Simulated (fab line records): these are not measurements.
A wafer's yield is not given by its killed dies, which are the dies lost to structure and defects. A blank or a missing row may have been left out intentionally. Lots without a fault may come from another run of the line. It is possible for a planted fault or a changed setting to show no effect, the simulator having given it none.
fab line records	flow nandHarc
[record] lots = 5	wafers = 15	lastDay = 32
route steps=1302 shown A_CHANNEL_HOLE_D1@486 A_CHANNEL_FILL_D1@490 A_DECK1_JOINT@518 END@1301
lots that met no fault: taken from a fault-free run of the same line
startH: the number of hours between the record's first day and the start of the first shown wafer of the lot	waitH: hours elapsed since this lot's preceding step	" the same as in the row above	L1.1+2: a row that stands for several wafers	- no value, or no start given	* or withheld: withheld	< > ~ a bound
route shown NAME@n: names a module that has steps shown in the file, with the first one's number in the route	usual: average and standard deviation across the fault-free wafers	same: alike in all rows	chamber/n: place in a boat	sites: readings site by site	_std_site: the standard deviation of these	_edge_site: outer sites' mean less inner sites'	radiusMm: for every site, how far away it sits from the centre of the wafer	mask NAME#n: copy n	behind: the last tool/chamber to shape the wafer	hold: reason for holding the lot/hours on hold/outcome of the hold	device: which transistor (n, p or np) failed to switch	end of line: tests run on the same wafers once the route is complete	where a step has no rows: the recipe by itself	killed: count of dies lost to structure and defects at first sort (not the wafer's yield)	map: per-die view of a wafer (x killed, . not killed, _ where there is no die)
set.NAME: the run value of the setting; set.NAME@STEP: its run value at that earlier step	model.NAME: the simulator's own value behind a step, which no gauge read
certain route steps with their lots: each step a table, each wafer a row
services: when a tool's chamber went out of use (startH, in hours from the record's first day, below 0 if earlier), for how many hours, and the reason
[[steps]]
[step NHARC_A_CHANNEL_HOLE_D1_SRD_29]
[step NHARC_A_CHANNEL_HOLE_D1_CD_MEAS_30]
[usual] cdNm = 90.0/1.6
lot.wafer	tool	chamber	startH	waitH	cdNm
L584.2	cdSem-01	-	194.08	-	92.4
L584.3	"	-	"	"	91.6
L584.4	"	-	"	"	87.9
L588.3	cdSem-01	-	240.89	-	92.3
L588.4	"	-	"	"	88.6
L588.5	"	-	"	"	90.9
L599.3	cdSem-02	-	358.88	-	91.1
L599.4	"	-	"	"	91.1
L599.6	"	-	"	"	89.5
L601.1	cdSem-03	-	373.38	-	92.9
L601.3	"	-	"	"	90.2
L601.5	"	-	"	"	90.0
L604.1	cdSem-03	-	407.14	-	89.5
L604.4	"	-	"	"	87.7
L604.5	"	-	"	"	89.5
[step NHARC_A_CHANNEL_HOLE_D1_XSEM_31]
[recipe] landingEnergyEv = 35000
[step NHARC_A_CHANNEL_HOLE_D1_INSPECT_40]
[usual] rawDefectCount = 74/27
lot.wafer	tool	chamber	startH	waitH	rawDefectCount
L584.2	defectInspect-01	-	194.27	-	86
L584.3	"	-	"	"	109
L584.4	"	-	"	"	90
L588.3	defectInspect-02	-	241.08	-	95
L588.4	"	-	"	"	119
L588.5	"	-	"	"	99
L599.3	defectInspect-02	-	359.06	-	53
L599.4	"	-	"	"	53
L599.6	"	-	"	"	63
L601.1	defectInspect-02	-	373.57	-	61
L601.3	"	-	"	"	68
L601.5	"	-	"	"	67
L604.1	defectInspect-02	-	407.34	-	83
L604.4	"	-	"	"	70
L604.5	"	-	"	"	63
[step NHARC_A_CHANNEL_FILL_D1_PRECLEAN_00]
[recipe] timeS = *	tempC = 50	bathAgeMin = 0	chemistry = SC1
[step NHARC_A_CHANNEL_FILL_D1_SRD_01]
[step NHARC_A_CHANNEL_FILL_D1_ALD_02]
[recipe] targetThkA = 60	pulseTimeS = 10	aldCycles = 60	tempC = 300	material = SiO2
[step NHARC_A_CHANNEL_FILL_D1_ALD_03]
[recipe] targetThkA = 60	pulseTimeS = 60	aldCycles = 58	tempC = 630	pressureTorr = 2	material = SiNx
[step NHARC_A_CHANNEL_FILL_D1_ALD_14]
[recipe] targetThkA = 25	pulseTimeS = 10	aldCycles = 25	tempC = 300	material = SiO2
[step NHARC_A_CHANNEL_FILL_D1_ALD_15]
[recipe] targetThkA = 20	pulseTimeS = 60	aldCycles = 19	tempC = 630	pressureTorr = 2	material = SiNx
[step NHARC_A_CHANNEL_FILL_D1_ALD_16]
[recipe] targetThkA = 15	pulseTimeS = 10	aldCycles = 15	tempC = 300	material = SiO2
[usual] heaterPowerW = 475/47	precursorPulseHeightRel = 0.998/0.022
lot.wafer	tool	chamber	startH	waitH	heaterPowerW	precursorPulseHeightRel
L584.4	aldHk-01	3	207.62	0.0	424	1.027
L584.2	"	1	"	"	410	1.007
L584.3	"	2	"	"	493	1.033
L588.3	aldHk-02	3	256.77	0.5	559	0.993
L588.4	"	2	"	"	453	0.990
L588.5	"	0	"	"	540	0.970
L599.4	aldHk-01	2	371.01	0.0	493	1.010
L599.3	"	0	"	"	469	1.009
L599.6	"	2	"	"	496	1.022
L601.3	aldHk-02	1	386.53	0.1	415	0.969
L601.1	"	2	"	"	463	1.013
L601.5	"	3	"	"	521	1.022
L604.1	aldHk-02	0	419.68	0.1	551	0.956
L604.4	"	1	"	"	421	1.005
L604.5	"	0	"	"	542	1.029
[step NHARC_A_CHANNEL_FILL_D1_ANNEAL_17]
[recipe] tempC = 850	timeS = 1800
[step NHARC_A_CHANNEL_FILL_D1_CVD_18]
[recipe] targetThkA = 30	tempC = 550	material = poly-Si
[usual] spikeTcBottomC = 572.4/1.9	spikeTcCentreC = 550.9/1.1	spikeTcLowerC = 551.0/1.3	spikeTcTopC = 571/3.4	spikeTcUpperC = 549.0/1.5	tubeCenterTempC = 550/0.052
lot.wafer	tool	chamber	startH	waitH	spikeTcBottomC	spikeTcCentreC	spikeTcLowerC	spikeTcTopC	spikeTcUpperC	tubeCenterTempC
L584.2	lpcvdPoly-04	0	218.30	-	574.6	551.6	550.0	574	549.8	549.98
L584.3	"	0	"	"	574.6	551.9	551.4	575	548.0	549.89
L584.4	"	0	"	"	572.5	552.0	552.0	575	547.8	550.08
L588.3	lpcvdPoly-04	0	266.56	-	589.6	566.9	566.8	590	564.7	566.12
L588.4	"	0	"	"	589.4	566.1	566.9	589	566.8	566.16
L588.5	"	0	"	"	589.1	566.5	566.3	590	565.2	566.1
L599.3	lpcvdPoly-04	0	380.78	-	572.0	550.5	550.0	573	547.1	550
L599.4	"	0	"	"	572.6	551.1	551.4	573	545.8	549.94
L599.6	"	0	"	"	574.0	550.0	550.2	573	548.2	550.06
L601.1	lpcvdPoly-04	0	396.39	-	573.1	550.2	552.6	575	549.1	549.96
L601.3	"	0	"	"	573.0	549.6	550.8	573	546.4	550.04
L601.5	"	0	"	"	572.8	552.1	551.2	575	550.2	549.94
L604.1	lpcvdPoly-02	0	429.42	-	569.7	550.6	551.4	571	549.8	550.08
L604.4	"	0	"	"	570.3	550.4	552.0	569	551.7	549.99
L604.5	"	0	"	"	568.5	549.7	551.0	569	548.3	550.06
[step NHARC_A_CHANNEL_FILL_D1_ETCHBACK_19]
[recipe] targetDepthA = 50	timeS = 1.7	hbrFlowSccm = 150	cl2FlowSccm = 50	rfW = 400	icpW = 400	biasW = 100	chemistry = HBr/Cl2
[step NHARC_A_CHANNEL_FILL_D1_ETCHBACK_20]
[recipe] targetDepthA = 270	timeS = 13.5	c4f8FlowSccm = withheld	o2FlowSccm = 8	arFlowSccm = withheld	rfW = 600	biasW = 1500	chemistry = C4F8/O2/Ar
[step NHARC_A_CHANNEL_FILL_D1_STRIP_28]
[recipe] timeS = 20	o2FlowSccm = 500	arFlowSccm = 0	biasW = 0	chemistry = O2
[usual] drypumpMotorCurrentA = 5.6/0.41	oesProductAu = 0.997/0.015	rfVppV = 57.8/0.9	showerheadPlenumPTorr = 3.55/0.15	throttleValvePct = 17.037/0.0091
lot.wafer	tool	chamber	startH	waitH	drypumpMotorCurrentA	oesProductAu	rfHoursCounterH	rfVppV	showerheadPlenumPTorr	throttleValvePct
L584.3	rieDiel-11	0	220.61	0.1	5.4	1.015	6.5	57.8	3.33	17.053
L584.2	"	1	"	"	5.2	1.008	6.7	58.6	3.52	17.032
L584.4	"	2	"	"	5.8	1.003	8.3	56.4	3.49	17.032
L588.4	rieDiel-07	0	268.85	0.1	6.5	0.987	6.8	57.5	3.44	17.041
L588.3	"	1	"	"	5.0	1.001	6.2	57.4	3.71	17.042
L588.5	"	3	"	"	5.7	0.979	-	57.8	3.46	17.033
L599.3	rieDiel-11	1	383.09	0.1	5.2	1.006	8.8	56.8	3.52	17.048
L599.4	"	0	"	"	5.4	1.011	9.4	57.0	3.33	17.045
L599.6	"	1	"	"	5.2	0.996	-	56.7	3.52	17.038
L601.1	rieDiel-09	0	398.70	0.1	5.4	0.992	4.0	58.6	3.56	17.043
L601.3	"	1	"	"	5.9	1.005	4.0	57.1	3.66	17.031
L601.5	"	3	"	"	5.8	0.982	-	58.0	3.78	17.036
L604.1	rieDiel-09	2	431.74	0.1	5.3	0.999	5.1	58.1	3.77	17.039
L604.4	"	3	"	"	5.7	0.975	5.2	58.8	3.78	17.035
L604.5	"	1	"	"	5.9	0.997	-	58.1	3.66	17.038
[step NHARC_A_CHANNEL_FILL_D1_PRECLEAN_21]
[recipe] timeS = 30	chemistry = dHF
[step NHARC_A_CHANNEL_FILL_D1_SRD_23]
[step NHARC_A_CHANNEL_FILL_D1_CVD_05]
[recipe] targetThkA = 50	tempC = 550	material = poly-Si
[usual] spikeTcBottomC = 573.4/1.2	spikeTcCentreC = 550.8/1	spikeTcLowerC = 550.3/1.2	spikeTcTopC = 570/4.2	spikeTcUpperC = 548.5/1.2	tubeCenterTempC = 550/0.051
lot.wafer	tool	chamber	startH	waitH	spikeTcBottomC	spikeTcCentreC	spikeTcLowerC	spikeTcTopC	spikeTcUpperC	tubeCenterTempC
L584.2	lpcvdPoly-04	0	223.27	2.5	573.7	550.1	549.7	574	545.2	550.05
L584.3	"	0	"	"	572.2	550.3	552.2	574	551.1	549.97
L584.4	"	0	"	"	573.6	550.1	549.9	572	546.5	550.04
L588.3	lpcvdPoly-04	0	271.46	2.4	589.6	565.0	565.3	591	563.5	566.1
L588.4	"	0	"	"	588.7	565.7	565.4	589	563.7	566.05
L588.5	"	0	"	"	590.5	565.9	566.8	590	564.7	566.08
L599.3	lpcvdPoly-04	0	385.67	2.4	574.5	553.5	549.5	576	546.9	550.05
L599.4	"	0	"	"	574.3	551.9	551.0	574	547.5	549.81
L599.6	"	0	"	"	575.1	551.3	551.9	575	549.3	550.08
L601.1	lpcvdPoly-04	0	401.56	2.7	573.6	551.1	549.8	574	548.3	549.99
L601.3	"	0	"	"	574.6	550.0	550.1	573	548.1	550.07
L601.5	"	0	"	"	572.7	550.6	550.7	573	546.6	549.98
L604.1	lpcvdPoly-03	0	434.20	2.3	573.1	551.0	550.3	568	549.8	550.02
L604.4	"	0	"	"	572.2	549.4	549.3	566	549.1	549.94
L604.5	"	0	"	"	573.9	550.5	551.5	566	548.2	550
[step NHARC_A_CHANNEL_FILL_D1_ANNEAL_22]
[recipe] tempC = 620	timeS = 7200
[step NHARC_A_CHANNEL_FILL_D1_THK_MEAS_06]
[recipe] thkMeasGauge = ellipsometry
[usual] thkNm = 5.1/0.94
lot.wafer	tool	chamber	startH	waitH	thkNm
L584.2	filmMetro-01	-	232.48	0.4	6.3
L584.3	"	-	"	"	5.5
L584.4	"	-	"	"	5.1
L588.3	filmMetro-02	-	281.26	0.4	7.6
L588.4	"	-	"	"	9.2
L588.5	"	-	"	"	7.0
L599.3	filmMetro-02	-	394.95	0.4	3.2
L599.4	"	-	"	"	5.8
L599.6	"	-	"	"	5.7
L601.1	filmMetro-01	-	410.85	0.4	5.3
L601.3	"	-	"	"	4.6
L601.5	"	-	"	"	5.7
L604.1	filmMetro-01	-	443.47	0.4	5.7
L604.4	"	-	"	"	5.5
L604.5	"	-	"	"	4.9
[step NHARC_A_CHANNEL_FILL_D1_ALD_25]
[recipe] targetThkA = 600	pulseTimeS = 10	aldCycles = 600	tempC = 300	material = SiOx
[step NHARC_A_CHANNEL_FILL_D1_ETCHBACK_08]
[recipe] targetDepthA = 2200	timeS = 110	c4f8FlowSccm = 20	arFlowSccm = withheld	rfW = 600	biasW = 300	chemistry = C4F8
[step NHARC_A_CHANNEL_FILL_D1_STRIP_29]
[recipe] timeS = 20	o2FlowSccm = 500	arFlowSccm = 0	biasW = 0	chemistry = O2
[usual] drypumpMotorCurrentA = 5.6/0.41	oesProductAu = 0.997/0.014	rfVppV = 57.8/0.92	showerheadPlenumPTorr = 3.57/0.15	throttleValvePct = 17.036/0.0093
lot.wafer	tool	chamber	startH	waitH	drypumpMotorCurrentA	oesProductAu	rfHoursCounterH	rfVppV	showerheadPlenumPTorr	throttleValvePct
L584.2	rieDiel-09	2	-	-	5.2	0.980	4.0	58.8	3.77	17.042
L584.3	"	3	"	"	5.8	0.979	4.4	58.3	3.78	17.041
L584.4	"	0	"	"	5.3	0.966	4.1	59.1	3.56	17.030
L588.4	rieDiel-11	1	-	-	5.3	1.015	1.4	57.8	3.52	17.031
L588.3	"	2	"	"	5.8	1.001	1.3	57.6	3.49	17.037
L588.5	"	1	"	"	5.2	0.998	-	57.0	3.52	17.049
L599.4	rieDiel-09	1	-	-	5.9	1.015	4.1	59.0	3.66	17.040
L599.3	"	2	"	"	5.2	1.022	3.9	57.7	3.77	17.038
L599.6	"	3	"	"	5.7	0.981	-	58.5	3.78	17.036
L601.1	rieDiel-07	3	-	-	5.7	0.980	5.9	57.4	3.45	17.033
L601.3	"	0	"	"	6.5	0.988	6.3	57.5	3.44	17.046
L601.5	"	0	"	"	6.5	0.992	-	56.6	3.44	17.028
L604.4	rieDiel-09	0	-	-	5.3	0.989	6.5	57.9	3.55	17.020
L604.1	"	1	"	"	5.9	0.993	6.1	57.3	3.66	17.025
L604.5	"	1	"	"	5.9	1.005	-	56.6	3.66	17.043
[step NHARC_A_CHANNEL_FILL_D1_PRECLEAN_30]
[recipe] timeS = 30	chemistry = dHF
[step NHARC_A_CHANNEL_FILL_D1_SRD_31]
[step NHARC_A_CHANNEL_FILL_D1_CVD_09]
[recipe] targetThkA = 1500	tempC = 620	pressureMtorr = 200	timeS = 3000	material = poly-Si
[step NHARC_A_CHANNEL_FILL_D1_CMP_10]
[recipe] targetThkNm = 150
[usual] motorCurrentA = 12.6/1.2	retainingRingPressureFrac = 1.000/0.0049	timeToEndpointS = 15/3
lot.wafer	tool	chamber	startH	waitH	motorCurrentA	retainingRingPressureFrac	timeToEndpointS
L584.2	cmp-01	3	243.94	0.4	10.9	0.998	19
L584.4	"	0	"	"	11.4	1.007	11
L584.3	"	1	"	"	15.0	0.996	13
L588.4	cmp-04	1	292.83	0.4	12.8	1.007	10
L588.3	"	2	"	"	13.3	0.995	14
L588.5	"	3	"	"	13.0	0.991	13
L599.4	cmp-02	1	406.29	0.4	14.6	0.998	15
L599.3	"	2	"	"	11.0	0.992	21
L599.6	"	0	"	"	11.4	1.006	11
L601.3	cmp-01	3	422.25	0.4	11.3	1.002	17
L601.1	"	0	"	"	11.1	0.998	11
L601.5	"	2	"	"	13.3	0.997	15
L604.4	cmp-04	1	454.71	0.4	12.8	1.002	11
L604.1	"	3	"	"	12.9	1.002	11
L604.5	"	1	"	"	12.3	0.994	11
[step NHARC_A_CHANNEL_FILL_D1_SRD_12]
[step NHARC_A_CHANNEL_FILL_D1_INSPECT_13]
[usual] rawDefectCount = 273/110
lot.wafer	tool	chamber	startH	waitH	rawDefectCount
L584.2	defectInspect-01	-	244.38	0.0	270
L584.3	"	-	"	"	229
L584.4	"	-	"	"	262
L588.3	defectInspect-01	-	293.19	0.0	256
L588.4	"	-	"	"	284
L588.5	"	-	"	"	209
L599.3	defectInspect-01	-	406.69	0.0	315
L599.4	"	-	"	"	338
L599.6	"	-	"	"	256
L601.1	defectInspect-01	-	422.61	0.0	112
L601.3	"	-	"	"	221
L601.5	"	-	"	"	176
L604.1	defectInspect-01	-	455.14	0.0	254
L604.4	"	-	"	"	378
L604.5	"	-	"	"	230
[step NHARC_A_DECK1_JOINT_ETCHBACK_07]
[recipe] targetDepthA = 1050	timeS = 26.9	hbrFlowSccm = 150	rfW = 350	icpW = 350	biasW = 60	chemistry = HBr
[step NHARC_A_DECK1_JOINT_ETCH_25]
[recipe] targetDepthA = 5	chemistry = dHF	material = SiO2
[step NHARC_A_DECK1_JOINT_ETCH_19]
[recipe] tempC = 25	targetDepthA = 30	chemistry = TMAH	material = poly-Si
[step NHARC_A_DECK1_JOINT_ETCH_18]
[recipe] targetDepthA = 30	chemistry = dHF	material = SiO2
[step NHARC_A_DECK1_JOINT_WET_08]
[recipe] tempC = 160	timeS = 86	chemistry = H3PO4
[step NHARC_A_DECK1_JOINT_ETCH_09]
[recipe] targetDepthA = 50	chemistry = dHF	material = SiO2
[step NHARC_A_DECK1_JOINT_WET_10]
[recipe] tempC = 160	timeS = 86	chemistry = H3PO4
[step NHARC_A_DECK1_JOINT_ETCH_11]
[recipe] targetDepthA = 350	chemistry = dHF	material = SiO2
[step NHARC_A_DECK1_JOINT_CVD_12]
[recipe] targetThkA = 900	tempC = 620	pressureMtorr = 200	timeS = 1800	material = poly-Si
[step NHARC_A_DECK1_JOINT_CMP_13]
[recipe] targetThkNm = 51.023
[usual] motorCurrentA = 12.3/1.2	retainingRingPressureFrac = 1.001/0.0047	timeToEndpointS = 9/3
lot.wafer	tool	chamber	startH	waitH	motorCurrentA	retainingRingPressureFrac	timeToEndpointS
L584.3	cmp-03	3	254.72	0.4	10.6	0.998	10
L584.2	"	1	"	"	13.3	1.003	14
L584.4	"	2	"	"	10.6	0.996	16
L588.3	cmp-03	3	303.36	0.4	10.4	0.999	9
L588.4	"	1	"	"	12.8	1.011	14
L588.5	"	2	"	"	10.8	0.996	13
L599.3	cmp-02	1	416.85	0.4	13.6	1.000	10
L599.4	"	2	"	"	10.8	1.010	13
L599.6	"	2	"	"	11.6	1.010	16
L601.1	cmp-04	2	432.95	0.4	11.8	0.998	9
L601.3	"	3	"	"	12.8	1.009	9
L601.5	"	1	"	"	12.0	0.999	3
L604.1	cmp-03	3	465.50	0.4	11.3	0.999	5
L604.4	"	2	"	"	10.5	1.000	11
L604.5	"	3	"	"	10.6	1.001	7
[step NHARC_END_WLT_00]
[usual] VT_DECK1_BOTTOM = 0.870/0.0079	VT_DECK1_BOTTOM_INNER = 0.870/0.0081	VT_DECK1_MEDIAN_NEAR_BOTTOM = 0.871/0.0075	VT_DECK1_MEDIAN_NEAR_BOTTOM_INNER = 0.871/0.0076	VT_DECK1_MIDDLE = 0.884/0.0068	VT_DECK1_MIDDLE_INNER = 0.883/0.0075	VT_DECK1_TOP = 0.896/0.0068	VT_DECK1_TOP_INNER = 0.896/0.0067	VT_DECK2_BOTTOM = 0.869/0.0082	VT_DECK2_BOTTOM_INNER = 0.869/0.0093	VT_DECK2_MEDIAN_NEAR_BOTTOM = 0.870/0.0092	VT_DECK2_MEDIAN_NEAR_BOTTOM_INNER = 0.870/0.0083	VT_DECK2_MIDDLE = 0.882/0.0083	VT_DECK2_MIDDLE_INNER = 0.882/0.0085	VT_DECK2_TOP = 0.894/0.0082	VT_DECK2_TOP_INNER = 0.894/0.0082
lot.wafer	tool	chamber	startH	waitH	VT_DECK1_BOTTOM	VT_DECK1_BOTTOM_INNER	VT_DECK1_MEDIAN_NEAR_BOTTOM	VT_DECK1_MEDIAN_NEAR_BOTTOM_INNER	VT_DECK1_MIDDLE	VT_DECK1_MIDDLE_INNER	VT_DECK1_TOP	VT_DECK1_TOP_INNER	VT_DECK2_BOTTOM	VT_DECK2_BOTTOM_INNER	VT_DECK2_MEDIAN_NEAR_BOTTOM	VT_DECK2_MEDIAN_NEAR_BOTTOM_INNER	VT_DECK2_MIDDLE	VT_DECK2_MIDDLE_INNER	VT_DECK2_TOP	VT_DECK2_TOP_INNER
L584.2	prober-01	-	559.49	0.6	0.879	0.856	0.870	0.873	0.880	0.884	0.895	0.892	0.857	0.870	0.860	0.862	0.879	0.882	0.896	0.897
L584.3	"	-	"	"	0.863	0.874	0.871	0.863	0.884	0.885	0.889	0.887	0.869	0.867	0.869	0.868	0.882	0.886	0.890	0.894
L584.4	"	-	"	"	0.857	0.868	0.855	0.865	0.879	0.866	0.892	0.888	0.875	0.879	0.872	0.870	0.885	0.880	0.902	0.896
L588.3	prober-02	-	603.59	1.1	1.029	1.032	1.031	1.027	1.047	1.055	1.075	1.072	0.870	0.871	0.865	0.871	0.882	0.884	0.903	0.889
L588.4	"	-	"	"	1.002	1.017	1.007	1.013	1.035	1.027	1.063	1.061	0.866	0.862	0.868	0.854	0.884	0.887	0.894	0.897
L588.5	"	-	"	"	1.015	1.020	1.024	1.027	1.048	1.038	1.060	1.061	0.863	0.875	0.863	0.856	0.876	0.882	0.895	0.897
L599.3	prober-01	-	716.38	1.0	0.865	0.870	0.873	0.870	0.882	0.876	0.897	0.893	0.871	0.874	0.870	0.867	0.881	0.885	0.891	0.886
L599.4	"	-	"	"	0.876	0.870	0.872	0.875	0.889	0.885	0.892	0.894	0.873	0.868	0.876	0.876	0.889	0.877	0.902	0.898
L599.6	"	-	717.88	2.5	0.869	0.865	0.865	0.870	0.883	0.882	0.895	0.890	0.860	0.867	0.862	0.859	0.876	0.878	0.888	0.893
L601.1	prober-01	-	758.34	0.0	0.872	0.877	0.869	0.874	0.888	0.886	0.897	0.896	0.867	0.886	0.878	0.885	0.896	0.893	0.905	0.906
L601.3	"	-	"	"	0.879	0.870	0.869	0.866	0.876	0.883	0.892	0.896	0.876	0.874	0.886	0.886	0.900	0.890	0.901	0.903
L601.5	"	-	"	"	0.860	0.875	0.874	0.865	0.885	0.885	0.888	0.892	0.882	0.883	0.881	0.879	0.897	0.900	0.904	0.911
L604.1	prober-01	-	768.00	0.0	0.866	0.871	0.866	0.855	0.881	0.882	0.891	0.891	0.859	0.863	0.862	0.862	0.879	0.874	0.886	0.890
L604.4	"	-	769.50	1.5	0.866	0.859	0.857	0.859	0.883	0.881	0.895	0.896	0.860	0.859	0.880	0.870	0.879	0.869	0.886	0.886
L604.5	"	-	"	"	0.875	0.864	0.863	0.868	0.879	0.884	0.892	0.895	0.868	0.873	0.874	0.868	0.880	0.881	0.885	0.883
[step NHARC_END_SORT_01]
[recipe] tempC = 25
[usual] killedAtArray = 52/19	killedAtOther = 1.0/1.2	killedAtPeriphery = 4.1/2.8	killedDies = 57/19	killedOpen = 3.1/1.7	killedShort = 2.5/1.5
[same] grossDies = 677
lot.wafer	tool	chamber	startH	waitH	killedAtArray	killedAtOther	killedAtPeriphery	killedDies	killedOpen	killedShort
L599.3	prober-01	0	719.97	3.1	57	1	5	63	1	2
L599.4	prober-01	0	720.78	3.4	58	1	1	60	1	3
L599.6	prober-01	0	722.38	4.0	64	0	2	66	1	3
// killed by level:class
L599.3 A_SLIT:chamberFilmFlake=35 A_CHANNEL_HOLE_D2:chamberFilmFlake=8 A_CONTACT:chamberFilmFlake=5 A_WL_FILL:chamberFilmFlake=4 P_GATE:chamberFilmFlake=2 A_CHANNEL_HOLE_D1:chamberFilmFlake=2 P_CONTACT:geometricParticle:short=1 P_M1:geometricParticle:short=1
L599.4 A_CHANNEL_HOLE_D2:chamberFilmFlake=22 A_CHANNEL_HOLE_D1:chamberFilmFlake=15 A_SLIT:chamberFilmFlake=12 A_STAIRCASE:chamberFilmFlake=3 A_CONTACT:chamberFilmFlake=3 A_ONON_D1:geometricParticle:short=1 A_ONON_D2:geometricParticle:short=1 A_SGD_CUT:geometricParticle:short=1
L599.6 A_CHANNEL_HOLE_D2:chamberFilmFlake=34 A_SLIT:chamberFilmFlake=11 A_STAIRCASE:chamberFilmFlake=6 A_WL_FILL:chamberFilmFlake=5 A_CONTACT:chamberFilmFlake=3 A_CHANNEL_HOLE_D1:chamberFilmFlake=2 P_M0:geometricParticle:short=1 A_ONON_D1:geometricParticle:short=1
[[services]]
tool	chamber	startH	hours	kind
cmp-04	-	192.22	5.9	repair
cmp-04	-	210.72	4.0	pm
cmp-03	-	245.31	0.5	repair
cmp-04	-	252.06	2.0	repair
rieDiel-11	-	255.56	9.0	pm
cmp-03	-	260.10	4.0	pm
rieDiel-09	0	286.43	3.3	repair
cmp-03	-	293.72	1.2	repair
rieDiel-11	2	303.69	10.1	repair
cmp-03	-	304.53	1.0	repair
rieDiel-09	1	304.95	3.8	repair
cmp-04	-	308.72	4.0	pm
cmp-03	-	311.48	1.1	repair
rieDiel-09	-	320.13	9.0	pm
cmp-04	-	330.74	1.3	repair
rieDiel-09	1	337.23	6.0	repair
aldHk-02	-	350.13	10.0	pm
cmp-03	-	358.13	4.0	pm
cmp-03	-	374.46	12.2	repair
rieDiel-09	0	377.78	2.6	repair
cmp-04	-	406.72	4.0	pm
rieDiel-11	3	429.69	20.6	repair
rieDiel-11	-	432.56	9.0	pm
cmp-04	-	444.64	1.2	repair
[[key]]
[firstSign] step = NHARC_A_CHANNEL_FILL_D1_CVD_18	reading = tubeCenterTempC	direction = up	sigmas = 99+	usual = *	struck = *
[effect] step = NHARC_A_CHANNEL_FILL_D1_CVD_18	reading = spikeTcCentreC	direction = up	sigmas = 14	usual = 550.9	struck = 566.5
[effect] step = NHARC_A_CHANNEL_FILL_D1_CVD_05	reading = tubeCenterTempC	direction = up	sigmas = 99+	usual = *	struck = *
[effect] step = NHARC_A_CHANNEL_FILL_D1_THK_MEAS_06	reading = thkNm	direction = up	sigmas = 3	usual = 5.1	struck = 7.9
[effect] step = NHARC_END_WLT_00	reading = VT_DECK1_TOP_INNER	direction = up	sigmas = 25	usual = 0.896	struck = 1.065
metAt NHARC_A_CHANNEL_FILL_D1_CVD_18,NHARC_A_CHANNEL_FILL_D1_CVD_05
struckWafers L588.3,L588.4,L588.5
testerLeftOut L588
onsetBetween 223.27 266.56
[fault] kind = processParameterDrift	tool = lpcvdPoly-04	chamber = -	onsetH = 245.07	steps = NHARC_P_GATE_CVD_17,NHARC_A_SOURCE_PLATE_CVD_03,NHARC_A_CHANNEL_FILL_D1_CVD_18,NHARC_A_CHANNEL_FILL_D1_CVD_05,NHARC_A_CHANNEL_FILL_D1_CVD_09,NHARC_A_DECK1_JOINT_CVD_12,NHARC_A_CHANNEL_FILL_D2_CVD_18,NHARC_A_CHANNEL_FILL_D2_CVD_05,+2	channel = tempC	offset = *	shape = step	endH = 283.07
// testerLeftOut: of these lots the tester's yield and bins aren't shown, on N5 and GAA mostly nor the transistor test; their killed dies are dies lost to structure and defects alone, not to doping, threshold or leakage, so they don't give the yield
